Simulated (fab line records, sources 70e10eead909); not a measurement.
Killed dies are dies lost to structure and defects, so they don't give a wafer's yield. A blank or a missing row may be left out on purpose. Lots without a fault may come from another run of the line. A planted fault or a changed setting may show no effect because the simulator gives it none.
Which tool did it? | flow nand_harc | 6 lots, 17 wafers sampled, at 5 steps of a route of 1302

WHAT THE GAUGES READ, wafer by wafer
NHARC_END_SORT_01.
lot  | measured     | on        | killed_at_array
L807 | day 24 18:29 | prober-02 | 19 19 12
L817 | day 28 12:04 | prober-02 | 673 676
L828 | day 33 15:25 | prober-01 | 39 27 62

WHICH TOOL RAN EACH LOT (tool, then ch and the chambers of the sampled wafers, then the start)
lot  | NHARC_A_CHANNEL_HOLE_D2_DESCUM_15  | NHARC_A_CHANNEL_HOLE_D2_ETCH_27  | NHARC_A_CHANNEL_HOLE_D2_ETCH_44    | NHARC_A_CHANNEL_FILL_D2_ALD_02
L807 | rie_diel-02 ch 0,1,2, day 13 04:51 | har_etch-01 ch 0,1, day 13 11:01 | rie_diel-12 ch 0,3, day 13 11:45   | ald_hk-04 ch 2,3, day 13 12:59
L811 | rie_diel-05 ch 1,2,3, day 14 12:59 | har_etch-01 ch 0, day 14 22:51   | rie_diel-12 ch 0,3, day 14 23:38   | ald_hk-01 ch 1,2,3, day 15 01:04
L817 | rie_diel-12 ch 1,2, day 17 05:43   | har_etch-02 ch 1, day 17 20:11   | rie_diel-05 ch 1,3, day 17 20:56   | -
L824 | rie_diel-02 ch 1,2,3, day 20 09:56 | har_etch-01 ch 0,1, day 20 15:08 | rie_diel-02 ch 0,2,3, day 20 15:53 | ald_hk-03 ch 0,2, day 20 17:02
L828 | rie_diel-12 ch 2,3, day 22 08:09   | har_etch-02 ch 0,1, day 22 13:20 | rie_diel-05 ch 0,2,3, day 22 14:03 | ald_hk-01 ch 0,2,3, day 22 15:19
L829 | rie_diel-12 ch 0,2,3, day 22 20:49 | har_etch-02 ch 0,1, day 23 04:36 | rie_diel-05 ch 1,2,3, day 23 05:17 | ald_hk-04 ch 0,1,3, day 23 06:32
- NHARC_A_CHANNEL_HOLE_D2_DESCUM_15: chemistry O2, time 3 s.
- NHARC_A_CHANNEL_HOLE_D2_ETCH_27: etches the open film in C4F8/O2/Ar, time 90 s, target depth 400 nm.
- NHARC_A_CHANNEL_HOLE_D2_ETCH_44: etches the open film in CF4/O2, target depth 140 nm, overetch 14 nm, time 77 s.
- NHARC_A_CHANNEL_FILL_D2_ALD_02: deposits SiO2, target thk 6 nm, pulse time 10 s, ald cycles 60.

THE ANSWER, worked out from the rows above alone
Rule: what is usual is taken from the lots themselves. Put in order of their means at a reading, lots are off if they are a third of the lots or fewer, leave a main group of 4 or more, and stand apart from it by a gap of 3 or more times the standard deviation of the main group's means; of several such gaps the widest counts. A main group whose means are all the same, to the digits that the tables above print for the reading, isn't used. A lot without any number at a reading at which 4 lots or more have one is off too. The other lots that the step has rows for count as sound.
No lot is off at any reading shown: from this, nothing can be told.

WHAT THE SIMULATOR HAD PUT IN
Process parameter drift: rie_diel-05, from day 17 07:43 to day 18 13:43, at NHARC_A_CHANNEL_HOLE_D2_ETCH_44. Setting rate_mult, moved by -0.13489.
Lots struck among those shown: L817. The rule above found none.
